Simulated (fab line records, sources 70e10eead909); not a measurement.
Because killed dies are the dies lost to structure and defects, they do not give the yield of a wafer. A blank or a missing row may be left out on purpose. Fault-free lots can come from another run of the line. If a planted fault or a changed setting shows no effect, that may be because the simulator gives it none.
Chamber matching | flow nand-harc | pecvd-02 running NHARC_A_M0_PRE_CLEAN_31: 3 sister chambers
The step time 12 s. 6 wafers are shown with their chamber, then 12 later ones without.

== EACH WAFER AND ITS CHAMBER ==
wafer  | chamber | heater-power-w (W)
L088.2 | 2       | 736
L088.4 | 1       | 580
L088.6 | 1       | 578
L091.2 | 0       | 548
L091.3 | 2       | 715
L091.4 | 0       | 555

== WAFERS MISSING THEIR CHAMBER ==
wafer  | heater-power-w (W)
L090.1 | 654
L090.3 | 556
L090.6 | 596
L095.1 | 732
L095.2 | 525
L095.3 | 661
L096.2 | 532
L096.5 | 641
L096.6 | 524
L097.2 | 562
L097.3 | 630
L097.6 | 616

== EACH ONE'S CHAMBER ==
wafer  | from the rows above     | in truth
L090.1 | can't be placed: 2 or 1 | 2
L090.3 | 0                       | 0
L090.6 | 1                       | 1
L095.1 | 2                       | 2
L095.2 | 0                       | 0
L095.3 | can't be placed: 2 or 1 | 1
L096.2 | 0                       | 0
L096.5 | 1                       | 1
L096.6 | 0                       | 0
L097.2 | can't be placed: 0 or 1 | 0
L097.3 | 1                       | 1
L097.6 | 1                       | 1
Correctly placed: 9 of 12. Can't be placed from these rows: 3 (the true chamber is among the candidates in 3). Placed wrongly: 0.
How it was worked out, from the rows above alone: a wafer's distance from a chamber is the root of the sum, over the readings, of the square of ((its reading less the chamber's mean) divided by the reading's scatter). If the next closest chamber is less than 2 further off than the closest, the wafer can't be placed; otherwise it belongs to the closest. The mean given for a chamber averages the wafers shown for that chamber. How the scatter is found: for the shown wafers, subtract from each reading the mean of its chamber, square and add these, divide the total by (wafers less chambers), then take the root.
